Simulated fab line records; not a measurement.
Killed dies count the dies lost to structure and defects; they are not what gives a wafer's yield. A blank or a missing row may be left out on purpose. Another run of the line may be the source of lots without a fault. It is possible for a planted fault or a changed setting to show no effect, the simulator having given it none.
fab line records | flow nandHarc
record lots=14 | wafers=42 | lastDay=33
route steps=1302 shown A_SLIT@922 A_BONDPAD@1232 THIN_TSV@1270 END@1302
lots with no fault: from the same line, run without faults
startH: the number of hours between the record's first day and the start of the first shown wafer of the lot | waitH: hours from the lot's prior step to this one | " same as the row above | L1.1+2: one row covering several wafers at once | - either no value or no given start | * or withheld: withheld | < > ~ a bound
route shown NAME@n: names a module that has steps shown in the file, with the first one's number in the route | usual: average and standard deviation across the fault-free wafers | same: alike in all rows | chamber/n: place in a boat | sites: readings site by site | _std_site: how widely they spread, as a standard deviation | _edge_site: mean of outer sites minus mean of inner sites | radiusMm: for every site, how far away it sits from the centre of the wafer | mask NAME#n: copy n | behind: the most recent tool/chamber to have shaped the wafer | hold: why the lot went on hold/how many hours it stayed there/how the hold came to an end | device: whichever transistor did not switch (one of n, p or np) | end of line: the tests these same wafers got at the end of their route | for a step that has no rows: nothing shown but its recipe | killed: not the wafer's yield, but the dies lost to structure and defects at the first sort | map: per-die view of a wafer (x killed, . not killed, _ where there is no die)
set.NAME: setting as actually run; set.NAME@STEP: the setting as run at that earlier step | model.NAME: the simulator's own value behind a step, which no gauge read
the route's steps for a sample of lots (tables are steps, rows are wafers)
services: when a tool's chamber went out of use (startH, in hours from the record's first day, below 0 if earlier), for how many hours, and the reason
## steps
# step NHARC_A_SLIT_DEP_25
# recipe targetThkA=2000 | tempC=400 | pressureTorr=6.5 | rfW=900 | teosFlowSccm=161.4 | flowSccm=2650 | targetThkNm=200 | gas=O2 | material=SiO2
# usual heaterPowerOuterW=282/82 | heaterPowerW=522/110 | throttleValvePct=15.8/0.61
lot.wafer | tool     | chamber | startH | waitH | heaterPowerOuterW | heaterPowerW | throttleValvePct
L766.1    | pecvd-01 | 2       | 454.55 | 0.1   | 271               | 507          | 16.9
L766.5    | "        | 2       | "      | "     | 275               | 517          | 16.9
L766.6    | "        | 0       | "      | "     | 339               | 566          | 15.4
L769.1    | pecvd-03 | 2       | 474.85 | 0.1   | 216               | 394          | 17.4
L769.4    | "        | 1       | "      | "     | 392               | 677          | 15.7
L769.6    | "        | 0       | "      | "     | 447               | 763          | 15.9
L768.3    | pecvd-02 | 2       | 474.88 | 0.1   | 214               | 474          | 15.4
L768.6    | "        | 0       | "      | "     | 155               | 344          | 15.9
L768.5    | "        | 2       | "      | "     | 219               | 493          | 15.3
L771.1    | pecvd-01 | 2       | 485.72 | 0.1   | 218               | 445          | 16.8
L771.2    | "        | 0       | "      | "     | 334               | 578          | 15.6
L771.5    | "        | 1       | "      | "     | 242               | 422          | 15.7
L774.5    | pecvd-03 | 2       | 528.49 | 0.2   | 168               | 329          | 17.0
L774.6    | "        | 0       | "      | "     | 318               | 602          | 15.7
L774.4    | "        | 1       | "      | "     | 290               | 539          | 15.5
L777.5    | pecvd-01 | 2       | 558.59 | 0.3   | 267               | 523          | 16.6
L777.4    | "        | 0       | "      | "     | 392               | 652          | 16.3
L777.6    | "        | 1       | "      | "     | 254               | 426          | 15.3
L781.1    | pecvd-02 | 0       | 581.78 | 0.1   | 226               | 449          | 16.4
L781.6    | "        | 1       | "      | "     | 285               | 530          | 15.4
L781.4    | "        | 2       | "      | "     | 191               | 451          | 15.5
L780.2    | pecvd-01 | 1       | 588.06 | 0.1   | 336               | 543          | 15.6
L780.4    | "        | 2       | "      | "     | 218               | 442          | 16.4
L780.5    | "        | 0       | "      | "     | 389               | 635          | 16.0
L783.1    | pecvd-03 | 0       | 603.90 | 0.1   | 448               | 799          | 16.2
L783.3    | "        | 2       | "      | "     | 196               | 361          | 17.6
L783.6    | "        | 2       | "      | "     | 201               | 377          | 17.2
L782.3    | pecvd-02 | 2       | 611.02 | 0.1   | 209               | 480          | 15.3
L782.6    | "        | 0       | "      | "     | 230               | 439          | 15.6
L782.5    | "        | 1       | "      | "     | 378               | 663          | 15.3
L787.1    | pecvd-02 | 0       | 647.54 | 0.1   | 191               | 399          | 15.8
L787.2    | "        | 1       | "      | "     | 386               | 685          | 15.0
L787.4    | "        | 1       | "      | "     | 399               | 694          | 15.1
L786.4    | pecvd-01 | 2       | 647.63 | 0.2   | 278               | 532          | 16.8
L786.5    | "        | 0       | "      | "     | 372               | 596          | 16.2
L786.6    | "        | 1       | "      | "     | 278               | 467          | 15.5
L788.3    | pecvd-02 | 1       | 664.67 | 0.1   | 281               | 540          | 15.3
L788.5    | "        | 0       | "      | "     | 152               | 350          | 16.0
L788.4    | "        | 2       | "      | "     | 242               | 524          | 14.8
L789.6    | pecvd-01 | 1       | 664.81 | 0.2   | 332               | 541          | 15.6
L789.4    | "        | 2       | "      | "     | 277               | 527          | 16.5
L789.5    | "        | 0       | "      | "     | 322               | 549          | 16.1
# step NHARC_A_BONDPAD_THK_MEAS_20
# recipe thkMeasGauge=xrf
# usual thkNm=169.7/1.6
lot.wafer | tool         | chamber | startH | waitH | thkNm
L766.1    | filmMetro-01 | -       | 540.48 | -     | 170.9
L766.5    | "            | -       | "      | "     | 168.2
L766.6    | "            | -       | "      | "     | 168.4
L769.1    | filmMetro-01 | -       | 559.70 | -     | 170.0
L769.4    | "            | -       | "      | "     | 173.5
L769.6    | "            | -       | "      | "     | 169.8
L768.3    | filmMetro-02 | -       | 565.08 | -     | 170.0
L768.5    | "            | -       | "      | "     | 171.8
L768.6    | "            | -       | "      | "     | 171.0
L771.1    | filmMetro-01 | -       | 570.58 | -     | 170.4
L771.2    | "            | -       | "      | "     | 169.4
L771.5    | "            | -       | "      | "     | 165.4
L774.4    | filmMetro-02 | -       | 618.09 | -     | 171.6
L774.5    | "            | -       | "      | "     | 171.0
L774.6    | "            | -       | "      | "     | 171.0
L777.4    | filmMetro-01 | -       | 651.46 | -     | 172.1
L777.5    | "            | -       | "      | "     | 171.0
L777.6    | "            | -       | "      | "     | 170.6
L781.1    | filmMetro-01 | -       | 666.00 | -     | 172.0
L781.4    | "            | -       | "      | "     | 172.0
L781.6    | "            | -       | "      | "     | 169.4
L780.2    | filmMetro-02 | -       | 681.42 | -     | 168.3
L780.4    | "            | -       | "      | "     | 169.9
L780.5    | "            | -       | "      | "     | 170.0
L783.1    | filmMetro-01 | -       | 687.14 | -     | 168.8
L783.3    | "            | -       | "      | "     | 168.1
L783.6    | "            | -       | "      | "     | 168.7
L782.3    | filmMetro-02 | -       | 703.20 | -     | 168.4
L782.5    | "            | -       | "      | "     | 167.9
L782.6    | "            | -       | "      | "     | 169.8
L787.1    | filmMetro-01 | -       | 732.23 | -     | 170.7
L787.2    | "            | -       | "      | "     | 172.1
L787.4    | "            | -       | "      | "     | 170.2
L786.4    | filmMetro-02 | -       | 735.49 | -     | 170.4
L786.5    | "            | -       | "      | "     | 170.4
L786.6    | "            | -       | "      | "     | 171.2
L788.3    | filmMetro-02 | -       | 753.15 | -     | 169.4
L788.4    | "            | -       | "      | "     | 170.2
L788.5    | "            | -       | "      | "     | 169.9
L789.4    | filmMetro-02 | -       | 754.67 | -     | 172.7
L789.5    | "            | -       | "      | "     | 168.5
L789.6    | "            | -       | "      | "     | 171.0
# step NHARC_THIN_TSV_DEGAS_49
# recipe tempC=300 | timeS=120
# usual heaterPowerW=455/57
lot.wafer | tool          | chamber | startH | waitH | heaterPowerW
L766.1    | pvdSputter-01 | -       | 559.22 | 0.1   | 472
L766.6    | "             | -       | "      | "     | 431
L766.5    | "             | -       | "      | "     | 470
L769.4    | pvdSputter-02 | -       | 575.29 | 0.1   | 352
L769.1    | "             | -       | "      | "     | 451
L769.6    | "             | -       | "      | "     | 359
L768.3    | pvdSputter-01 | -       | 580.12 | 0.1   | 433
L768.6    | "             | -       | "      | "     | 421
L768.5    | "             | -       | "      | "     | 421
L771.1    | pvdSputter-02 | -       | 585.91 | 0.2   | 428
L771.2    | "             | -       | "      | "     | 355
L771.5    | "             | -       | "      | "     | 420
L774.4    | pvdSputter-02 | -       | 633.19 | 0.1   | 428
L774.6    | "             | -       | "      | "     | 431
L774.5    | "             | -       | "      | "     | 360
L777.4    | pvdSputter-02 | -       | 667.31 | 0.1   | 351
L777.5    | "             | -       | "      | "     | 360
L777.6    | "             | -       | "      | "     | 559
L781.4    | pvdSputter-01 | -       | 683.68 | 0.1   | 435
L781.1    | "             | -       | "      | "     | 440
L781.6    | "             | -       | "      | "     | 456
L780.2    | pvdSputter-01 | -       | 697.67 | 0.1   | 447
L780.4    | "             | -       | "      | "     | 447
L780.5    | "             | -       | "      | "     | 449
L783.3    | pvdSputter-01 | -       | 703.16 | 0.1   | 437
L783.1    | "             | -       | "      | "     | 443
L783.6    | "             | -       | "      | "     | 441
L782.3    | pvdSputter-01 | -       | 719.42 | 0.1   | 434
L782.5    | "             | -       | "      | "     | 442
L782.6    | "             | -       | "      | "     | 440
L787.4    | pvdSputter-02 | -       | 749.27 | 0.1   | 359
L787.1    | "             | -       | "      | "     | 460
L787.2    | "             | -       | "      | "     | 437
L786.4    | pvdSputter-02 | -       | 758.80 | 0.1   | 463
L786.5    | "             | -       | "      | "     | 436
L786.6    | "             | -       | "      | "     | 359
L788.3    | pvdSputter-03 | -       | 768.60 | 0.1   | 443
L788.4    | "             | -       | "      | "     | 462
L788.5    | "             | -       | "      | "     | 437
L789.4    | pvdSputter-02 | -       | 770.03 | 0.1   | 444
L789.6    | "             | -       | "      | "     | 451
L789.5    | "             | -       | "      | "     | 350
# step NHARC_THIN_TSV_CD_MEAS_33
# recipe targetCdNm=5000 | landingEnergyEv=500
# usual cdNm=4999.7/1.9
lot.wafer | tool     | chamber | startH | waitH | cdNm
L766.1    | cdSem-02 | 0       | 562.21 | -     | 5002.3
L766.5    | "        | 0       | "      | "     | 5000.6
L766.6    | "        | 0       | "      | "     | 5002.0
L769.1    | cdSem-03 | 0       | 578.48 | -     | 4997.9
L769.4    | "        | 0       | "      | "     | 4994.9
L769.6    | "        | 0       | "      | "     | 5000.0
L768.3    | cdSem-03 | 0       | 583.25 | -     | 4997.1
L768.5    | "        | 0       | "      | "     | 4996.2
L768.6    | "        | 0       | "      | "     | 4999.9
L771.1    | cdSem-02 | 0       | 589.04 | -     | 5002.5
L771.2    | "        | 0       | "      | "     | 5000.4
L771.5    | "        | 0       | "      | "     | 4997.4
L774.4    | cdSem-02 | 0       | 636.20 | -     | 4999.0
L774.5    | "        | 0       | "      | "     | 4999.0
L774.6    | "        | 0       | "      | "     | 4998.3
L777.4    | cdSem-01 | 0       | 670.32 | -     | 5000.1
L777.5    | "        | 0       | "      | "     | 4998.4
L777.6    | "        | 0       | "      | "     | 4997.1
L781.1    | cdSem-01 | 0       | 686.70 | -     | 4996.9
L781.4    | "        | 0       | "      | "     | 4997.6
L781.6    | "        | 0       | "      | "     | 5001.0
L780.2    | cdSem-01 | 0       | 700.79 | -     | 5000.0
L780.4    | "        | 0       | "      | "     | 5001.5
L780.5    | "        | 0       | "      | "     | 5000.2
L783.1    | cdSem-02 | 0       | 706.28 | -     | 5002.9
L783.3    | "        | 0       | "      | "     | 5000.1
L783.6    | "        | 0       | "      | "     | 4998.8
L782.3    | cdSem-02 | 0       | 722.52 | -     | 4998.2
L782.5    | "        | 0       | "      | "     | 5001.4
L782.6    | "        | 0       | "      | "     | 4997.3
L787.1    | cdSem-01 | 0       | 752.59 | -     | 5001.6
L787.2    | "        | 0       | "      | "     | 5000.4
L787.4    | "        | 0       | "      | "     | 5000.7
L786.4    | cdSem-03 | 0       | 763.33 | -     | 4997.4
L786.5    | "        | 0       | "      | "     | 4997.0
L786.6    | "        | 0       | "      | "     | 4998.6
L788.3    | cdSem-01 | 0       | 771.75 | -     | 5001.3
L788.4    | "        | 0       | "      | "     | 4999.5
L788.5    | "        | 0       | "      | "     | 5001.4
L789.4    | cdSem-03 | 0       | 773.19 | -     | 4998.9
L789.5    | "        | 0       | "      | "     | 4996.1
L789.6    | "        | 0       | "      | "     | 4997.1
# step NHARC_END_SORT_01
# recipe tempC=25
# usual killedAtArray=50/20 | killedAtOther=1.2/1.5 | killedAtPeriphery=3.6/2.6 | killedDies=55/20 | killedOpen=3.4/2 | killedShort=2.7/1.6
# same grossDies=677
lot.wafer | tool      | chamber | startH | waitH | killedAtArray | killedAtOther | killedAtPeriphery | killedDies | killedOpen | killedShort
L777.4    | prober-02 | 0       | 682.43 | 3.4   | 126           | 0             | 2                 | 128        | 3          | 2
L777.5    | prober-02 | 0       | 683.22 | 3.7   | 118           | 2             | 3                 | 123        | 2          | 2
L777.6    | prober-02 | 0       | 684.01 | 3.9   | 129           | 3             | 3                 | 135        | 6          | 4
L780.2    | prober-02 | 0       | 712.63 | 2.8   | 107           | 0             | 7                 | 114        | 0          | 3
L780.4    | prober-02 | 0       | 714.22 | 3.4   | 142           | 0             | 12                | 154        | 6          | 2
L780.5    | prober-02 | 0       | 715.01 | 3.7   | 104           | 0             | 7                 | 111        | 1          | 1
L782.3    | prober-02 | 0       | 733.33 | 3.1   | 86            | 1             | 8                 | 95         | 9          | 5
L782.5    | prober-02 | 0       | 734.95 | 3.7   | 81            | 0             | 7                 | 88         | 2          | 1
L782.6    | prober-02 | 0       | 735.76 | 4.1   | 51            | 0             | 1                 | 52         | 1          | 1
# killed by level:class
L777.4 A_SLIT:unspecified=98 A_SLIT:chamberFilmFlake=10 A_CHANNEL_HOLE_D2:chamberFilmFlake=5 A_CONTACT:chamberFilmFlake=5 A_CHANNEL_HOLE_D1:chamberFilmFlake=2 P_M0:geometricParticle:open=1 A_CHANNEL_HOLE_D1:geometricParticle:short=1 A_CHANNEL_FILL_D1:geometricParticle:open=1
L777.5 A_SLIT:unspecified=96 A_SLIT:chamberFilmFlake=8 A_CONTACT:chamberFilmFlake=7 A_CHANNEL_HOLE_D1:chamberFilmFlake=2 A_CHANNEL_HOLE_D2:chamberFilmFlake=2 P_M2:geometricParticle:short=1 A_SOURCE_PLATE:geometricParticle:open=1 A_CHANNEL_FILL_D1:geometricParticle:open=1
L777.6 A_SLIT:unspecified=70 A_SLIT:chamberFilmFlake=27 A_CHANNEL_HOLE_D2:chamberFilmFlake=11 A_CONTACT:chamberFilmFlake=9 A_CHANNEL_HOLE_D1:chamberFilmFlake=3 THIN_TSV:chamberFilmFlake=3 P_M0:geometricParticle:open=2 A_CHANNEL_FILL_D1:geometricParticle:short=2
L780.2 A_SLIT:unspecified=62 A_CHANNEL_HOLE_D1:chamberFilmFlake=30 A_SLIT:chamberFilmFlake=9 P_GATE:chamberFilmFlake=4 A_DECK1_JOINT:geometricParticle:short=2 P_BONDPAD:chamberFilmFlake=2 A_STAIRCASE:chamberFilmFlake=2 A_CHANNEL_FILL_D1:geometricParticle:short=1
L780.4 A_SLIT:unspecified=97 A_CHANNEL_HOLE_D1:chamberFilmFlake=36 P_BONDPAD:chamberFilmFlake=5 P_GATE:chamberFilmFlake=2 P_M0:chamberFilmFlake=2 A_SLIT:chamberFilmFlake=2 P_GATE:geometricParticle:open=1 P_M1:geometricParticle:open=1
L780.5 A_SLIT:unspecified=86 A_CHANNEL_HOLE_D1:chamberFilmFlake=10 P_GATE:chamberFilmFlake=3 P_M0:chamberFilmFlake=3 A_SLIT:chamberFilmFlake=3 A_STAIRCASE:chamberFilmFlake=2 A_DECK1_JOINT:geometricParticle:short=1 A_ONON_D2:geometricParticle:open=1
L782.3 A_CHANNEL_HOLE_D1:chamberFilmFlake=30 A_SLIT:chamberFilmFlake=26 A_CHANNEL_HOLE_D2:chamberFilmFlake=17 A_BLC:geometricParticle:open=3 P_GATE:chamberFilmFlake=2 A_CONTACT:chamberFilmFlake=2 P_GATE:geometricParticle:open=1 P_CONTACT:geometricParticle:open=1
L782.5 A_CHANNEL_HOLE_D1:chamberFilmFlake=29 A_CHANNEL_HOLE_D2:chamberFilmFlake=21 A_SLIT:chamberFilmFlake=19 A_CONTACT:chamberFilmFlake=6 P_GATE:chamberFilmFlake=4 A_STAIRCASE:chamberFilmFlake=3 P_STI:chamberFilmFlake=2 A_ONON_D2:geometricParticle:open=1
L782.6 A_CHANNEL_HOLE_D1:chamberFilmFlake=30 A_SLIT:chamberFilmFlake=10 A_CONTACT:chamberFilmFlake=5 A_CHANNEL_HOLE_D2:chamberFilmFlake=3 A_ONON_D2:geometricParticle:open=1 A_WL_FILL:geometricParticle:short=1 P_GATE:chamberFilmFlake=1 A_ZERO_WELL:chamberFilmFlake=1
## services
tool          | chamber | startH | hours | kind
pvdSputter-02 | -       | 432.09 | 2.1   | repair
pvdSputter-02 | -       | 460.21 | 10.0  | pm
pvdSputter-01 | -       | 487.79 | 0.6   | repair
pecvd-01      | -       | 492.27 | 13.0  | pm
pvdSputter-03 | -       | 507.09 | 7.7   | repair
pecvd-02      | 1       | 523.37 | 14.6  | repair
pvdSputter-03 | -       | 526.09 | 10.0  | pm
pecvd-03      | -       | 547.01 | 13.0  | pm
pvdSputter-01 | -       | 582.00 | 10.0  | pm
pecvd-02      | -       | 589.47 | 13.0  | pm
pvdSputter-02 | -       | 638.21 | 10.0  | pm
pecvd-02      | 1       | 640.83 | 6.4   | repair
pvdSputter-03 | -       | 672.96 | 2.1   | repair
pecvd-01      | -       | 673.27 | 13.0  | pm
pvdSputter-03 | -       | 678.46 | 5.5   | repair
pvdSputter-02 | -       | 693.21 | 11.4  | repair
pecvd-03      | -       | 704.44 | 0.2   | repair
pecvd-02      | 2       | 707.35 | 4.1   | repair
pvdSputter-02 | -       | 716.23 | 5.9   | repair
pecvd-03      | -       | 728.01 | 13.0  | pm
pecvd-03      | -       | 745.51 | 3.2   | repair
pecvd-03      | -       | 759.46 | 1.2   | repair
pvdSputter-01 | -       | 760.00 | 10.0  | pm
pecvd-03      | 2       | 763.48 | 15.8  | repair
## key
firstSign step=NHARC_END_SORT_01 | reading=killedDies | direction=up | sigmas=3.7 | usual=55 | struck=128
effect step=NHARC_END_SORT_01 | reading=killedAtArray | direction=up | sigmas=3.6 | usual=50 | struck=121
moreKillsBornAt NHARC_A_SLIT_DEP_25@pecvd-01=509
metAt NHARC_A_SLIT_DEP_25
struckLots L777,L780
testerLeftOut L777,L780
notActingAt NHARC_A_BONDPAD_THK_MEAS_20,NHARC_THIN_TSV_DEGAS_49,NHARC_THIN_TSV_CD_MEAS_33
onsetBetween 485.72 558.59
fault kind=chamberParticleSource | tool=pecvd-01 | chamber=- | onsetH=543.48 | steps=NHARC_A_SLIT_DEP_25 | ratePerVisitCm2=1.4482 | endH=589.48
# testerLeftOut: of these lots the tester's yield and bins aren't shown, on N5 and GAA mostly nor the transistor test; their killed dies are dies lost to structure and defects alone, not to doping, threshold or leakage, so they don't give the yield
